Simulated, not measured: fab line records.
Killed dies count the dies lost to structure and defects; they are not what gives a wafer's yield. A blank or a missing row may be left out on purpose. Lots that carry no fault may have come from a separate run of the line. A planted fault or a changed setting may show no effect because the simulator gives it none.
Matching of chambers | flow nand_harc | 3 sister chambers for NHARC_P_M1_DEP_33 on pecvd-02
The step deposits SiCN, target thk 30 nm. 3 wafers are shown with their chamber, then 8 later ones without.

== WAFERS, EACH WITH ITS CHAMBER ==
wafer  | chamber | heater_power_w (W)
L094.1 | 2       | 576
L094.2 | 0       | 477
L094.4 | 1       | 539

== WAFERS WITHOUT THEIR CHAMBER ==
wafer  | heater_power_w (W)
L094.5 | 586
L094.6 | 491
L095.2 | 592
L095.4 | 618
L095.6 | 418
L095.1 | 434
L095.3 | 570
L095.5 | 571

== EACH ONE'S CHAMBER ==
wafer  | from the rows above     | in truth
L094.5 | can't be placed: 2 or 1 | 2
L094.6 | can't be placed: 0 or 1 | 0
L095.2 | can't be placed: 2 or 1 | 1
L095.4 | can't be placed: 2 or 1 | 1
L095.6 | can't be placed: 0 or 1 | 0
L095.1 | can't be placed: 0 or 1 | 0
L095.3 | can't be placed: 2 or 1 | 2
L095.5 | can't be placed: 2 or 1 | 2
Correctly placed: 0 of 8. Cannot be placed on the basis of these rows: 8; the candidates contain the true chamber in 8. 0 placed wrongly.
How it was worked out, from the rows above alone: a wafer's distance from a chamber is the root of the sum, over the readings, of the square of ((its reading less the chamber's mean) divided by the reading's scatter). The wafer belongs to the nearest chamber; if the next one is less than 2 further off, it can't be placed. Each chamber's mean is taken over the wafers shown for it. The scatter: with one shown wafer a chamber, the root of the mean of the squares of how far each hidden wafer lies from its nearest shown one.
